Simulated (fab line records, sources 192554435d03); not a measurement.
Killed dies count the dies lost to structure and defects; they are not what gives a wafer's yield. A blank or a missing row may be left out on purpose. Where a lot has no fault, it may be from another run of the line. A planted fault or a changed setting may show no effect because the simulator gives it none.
Matching of chambers	flow n5Finfet	N5_STI_FIN_REVEAL_ALD_14 on aldSin-02 has 4 sister chambers
The step deposits Si3N4, target thk 3 nm. 39 wafers are shown with their chamber, then 12 later ones without.

== EACH WAFER AND ITS CHAMBER ==
wafer	chamber	heaterPowerW (W)
L074.1	2	960
L074.2	3	925
L074.6	0	951
L078.3	1	961
L078.5	3	885
L078.6	0	945
L079.1	2	936
L079.2	1	927
L079.3	3	879
L079.4	0	935
L079.5	2	982
L079.6	3	908
L081.1	2	967
L081.3	3	887
L081.5	3	880
L082.1	3	883
L082.4	2	928
L082.5	0	935
L087.1	2	977
L087.3	0	940
L087.5	0	932
L088.1	3	914
L088.2	0	931
L088.3	2	964
L088.4	1	942
L088.5	0	928
L088.6	1	960
L089.1	2	966
L089.2	3	892
L089.5	1	971
L090.3	3	898
L090.5	3	883
L090.6	2	952
L091.2	1	969
L091.4	0	951
L091.5	3	899
L092.1	2	979
L092.2	0	939
L092.3	3	906

SIGNATURES (means of the wafers above)
reading	chamber 0	chamber 1	chamber 2	chamber 3	scatter within a chamber
heaterPowerW	938.70	955.00	961.10	895.31	14.6
Rule: for a wafer and a chamber, the distance is found by dividing, reading by reading, the gap between the wafer's reading and the chamber's mean by the reading's scatter, squaring, summing and taking the root. The wafer belongs to the nearest chamber; if the next one is less than 2 further off, it can't be placed. The scatter: take each reading less its chamber's mean, square it, sum over the shown wafers, divide by the number of wafers less the number of chambers, and take the root.

== WAFERS WITHOUT THEIR CHAMBER ==
wafer	heaterPowerW (W)
L092.4	948
L092.5	962
L092.6	962
L094.2	968
L094.3	906
L094.5	943
L095.3	946
L095.4	945
L095.5	961
L097.1	974
L097.2	899
L097.3	952

== THE CHAMBER EACH PASSED THROUGH ==
wafer	from the rows above	in truth
L092.4	can't be placed: 1 or 0 or 2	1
L092.5	can't be placed: 2 or 1 or 0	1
L092.6	can't be placed: 2 or 1 or 0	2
L094.2	can't be placed: 2 or 1 or 0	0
L094.3	can't be placed: 3 or 0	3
L094.5	can't be placed: 0 or 1 or 2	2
L095.3	can't be placed: 0 or 1 or 2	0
L095.4	can't be placed: 0 or 1 or 2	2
L095.5	can't be placed: 2 or 1 or 0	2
L097.1	can't be placed: 2 or 1 or 0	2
L097.2	3	3
L097.3	can't be placed: 1 or 2 or 0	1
1 of 12 placed correctly. Unplaceable from these rows: 11, with the true chamber sitting among the candidates in 11. Placed wrongly: 0.
